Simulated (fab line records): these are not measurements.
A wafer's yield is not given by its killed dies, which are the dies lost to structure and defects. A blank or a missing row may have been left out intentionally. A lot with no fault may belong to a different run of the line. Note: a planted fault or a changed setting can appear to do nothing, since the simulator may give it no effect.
Split-lot experiment :: flow n5Finfet :: 7 lots, 21 wafers read, on a route of 1938 steps

## SPLIT DETAILS
At N5_BEOL_M0_SAQP_SPACER1_ALD_98 (deposits SiO2, target thk 12.8 nm, pulse time 1 s, purge time 2 s), the setting aldCycles was moved away from the recipe's 138 on 10 of the 21 wafers read, by -13.8% to +12.3%. All remaining wafers had this setting at the recipe value.

## FROM THE SPLIT TO THE READING: what the file shows between them, 2 steps
- N5_BEOL_M0_SAQP_SPACER1_ETCHBACK_99: etches SiO2 in CHF3/O2, target depth 15.4 nm, time 7.7 s
- N5_BEOL_M0_SAQP_MANDREL1_REMOVE_100: chemistry HBr/Cl2/O2, target a-Si, stops on SiNx, bt time 10 s

## THE READING
Shown in nm: cdNm at N5_BEOL_M0_SAQP_CD_MEAS_25, with target cd 13.1 nm. On this fab line, fault-free wafers typically give 12.81 nm with a standard deviation of 0.22 nm.

wafer: L078.2
tool, chamber at the split: aldSin-04, 1,0
aldCycles as run: 138
against the recipe: recipe
cdNm, nm: 12.35
against lot-mates on the recipe: -

wafer: L078.3
tool, chamber at the split: aldSin-04, 1,0
aldCycles as run: 138
against the recipe: recipe
cdNm, nm: 12.77
against lot-mates on the recipe: -

wafer: L078.4
tool, chamber at the split: aldSin-04, 2
aldCycles as run: 155
against the recipe: +12.3%
cdNm, nm: 14.34
against lot-mates on the recipe: +1.78

wafer: L082.1
tool, chamber at the split: aldSin-04, 2,1,2
aldCycles as run: 138
against the recipe: recipe
cdNm, nm: 12.99
against lot-mates on the recipe: -

wafer: L082.4
tool, chamber at the split: aldSin-04, 2,1,2
aldCycles as run: 138
against the recipe: recipe
cdNm, nm: 13.18
against lot-mates on the recipe: -

wafer: L082.5
tool, chamber at the split: aldSin-04, 2,1,2
aldCycles as run: 138
against the recipe: recipe
cdNm, nm: 12.70
against lot-mates on the recipe: -

wafer: L086.1
tool, chamber at the split: aldSin-04, 3
aldCycles as run: 146
against the recipe: +5.8%
cdNm, nm: 13.54
against lot-mates on the recipe: +0.49

wafer: L086.3
tool, chamber at the split: aldSin-04, 0
aldCycles as run: 138
against the recipe: recipe
cdNm, nm: 12.96
against lot-mates on the recipe: -

wafer: L086.4
tool, chamber at the split: aldSin-04, 1
aldCycles as run: 138
against the recipe: recipe
cdNm, nm: 13.13
against lot-mates on the recipe: -

wafer: L085.3
tool, chamber at the split: aldSin-02, 3
aldCycles as run: 138
against the recipe: recipe
cdNm, nm: 12.99
against lot-mates on the recipe: -

wafer: L085.5
tool, chamber at the split: aldSin-02, 3,2
aldCycles as run: 148
against the recipe: +7.2%
cdNm, nm: 13.33
against lot-mates on the recipe: +0.34

wafer: L085.6
tool, chamber at the split: aldSin-02, 3,2
aldCycles as run: 148
against the recipe: +7.2%
cdNm, nm: 14.13
against lot-mates on the recipe: +1.14

wafer: L094.2
tool, chamber at the split: aldSin-02, 2
aldCycles as run: 119
against the recipe: -13.8%
cdNm, nm: 11.22
against lot-mates on the recipe: -1.67

wafer: L094.4
tool, chamber at the split: aldSin-02, 0
aldCycles as run: 138
against the recipe: recipe
cdNm, nm: 12.65
against lot-mates on the recipe: -

wafer: L094.5
tool, chamber at the split: aldSin-02, 3
aldCycles as run: 138
against the recipe: recipe
cdNm, nm: 13.14
against lot-mates on the recipe: -

wafer: L095.1
tool, chamber at the split: aldSin-02, 2,0
aldCycles as run: 153
against the recipe: +10.9%
cdNm, nm: 14.12
against lot-mates on the recipe: +1.45

wafer: L095.3
tool, chamber at the split: aldSin-02, 2,0
aldCycles as run: 153
against the recipe: +10.9%
cdNm, nm: 14.24
against lot-mates on the recipe: +1.57

wafer: L095.6
tool, chamber at the split: aldSin-02, 2
aldCycles as run: 138
against the recipe: recipe
cdNm, nm: 12.67
against lot-mates on the recipe: -

wafer: L096.3
tool, chamber at the split: aldSin-04, 3
aldCycles as run: 153
against the recipe: +10.9%
cdNm, nm: 14.35
against lot-mates on the recipe: no lot-mate on the recipe

wafer: L096.5
tool, chamber at the split: aldSin-04, 1,2
aldCycles as run: 153
against the recipe: +10.9%
cdNm, nm: 14.34
against lot-mates on the recipe: no lot-mate on the recipe

wafer: L096.6
tool, chamber at the split: aldSin-04, 1,2
aldCycles as run: 153
against the recipe: +10.9%
cdNm, nm: 14.54
against lot-mates on the recipe: no lot-mate on the recipe
When a row names more than one chamber, that row covers several wafers, and the file does not tell which wafer ran in which chamber.

THE FIT
A straight line over all 21 wafers: cdNm changes by +0.126 nm for each +1% of aldCycles; r = +0.96; the points scatter about the line by 0.24 nm.
The same after taking each lot's own level away (the mean of its wafers on the recipe; 18 wafers): +0.128 nm for each +1%; r = +0.96; scatter 0.23 nm.
According to that fit, moving aldCycles by its largest amount changes the reading by 1.8 nm.
The lots' own levels span 12.560 to 13.045 nm, that is 2.2 times the standard deviation above.
Consequently the slope shifts little with the lot-to-lot level, the two slopes agreeing.
Check: -1.85 nm against its lot-mates is what the line predicts for one of the wafers moved furthest among these (-13.8%) when that wafer is left out of the fit. It came out at -1.67 nm against them.

## FURTHER SPLITS ON THESE WAFERS
Before the reading, these wafers also passed through other splits. Each is held against what the fit with the lots' levels taken away leaves over:
other split on the same wafers: N5_HKMG_FIN_ETCH_58 sourceW
wafers away from the commonest value: 3
r with cdNm (lot level and that fit taken away): +0.07

other split on the same wafers: N5_GATE_CUT_ETCH_58 biasW
wafers away from the commonest value: 5
r with cdNm (lot level and that fit taken away): -0.11

other split on the same wafers: N5_GATE_CUT_ALD_22 aldCycles
wafers away from the commonest value: 3
r with cdNm (lot level and that fit taken away): +0.13

other split on the same wafers: N5_MOL_CONTACT_COAG_ETCH_105 biasW
wafers away from the commonest value: 6
r with cdNm (lot level and that fit taken away): -0.26

other split on the same wafers: N5_MOL_CONTACT_COAG_CONTACT_ETCH_14 sourceW
wafers away from the commonest value: 5
r with cdNm (lot level and that fit taken away): -0.20

other split on the same wafers: N5_BEOL_M0_SAQP_PECVD_00 timeS
wafers away from the commonest value: 7
r with cdNm (lot level and that fit taken away): -0.12

other split on the same wafers: N5_BEOL_M0_SAQP_ILD_DEP_01 timeS
wafers away from the commonest value: 2
r with cdNm (lot level and that fit taken away): -0.09

## THE WHOLE CHAIN: every reading that the file lists as answering this split, in the file's order
step: N5_BEOL_M0_SAQP_SPACER1_ALD_98
what it does: deposits SiO2, target thk 12.8 nm, pulse time 1 s, purge time 2 s
reading: SiO2_of_BEOL_M0_SAQP_SPACER1_ALD_98.thkNm (the simulator's own value, which no gauge read)
change (the file's fit): +0.13 nm for each +1% of the setting
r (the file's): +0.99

step: N5_BEOL_M0_SAQP_MANDREL1_REMOVE_100
what it does: chemistry HBr/Cl2/O2, target a-Si, stops on SiNx, bt time 10 s
reading: BEOL_M0_SAQP.cdNm (the simulator's own value, which no gauge read)
change (the file's fit): +0.129 nm for each +1% of the setting
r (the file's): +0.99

step: N5_BEOL_M0_SAQP_CD_MEAS_25
what it does: target cd 13.1 nm
reading: cdNm
change (the file's fit): +0.127 nm for each +1% of the setting
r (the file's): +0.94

## THE FILE'S OWN FIT
cdNm changes by +0.127 nm for each +1% of aldCycles, r = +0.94.
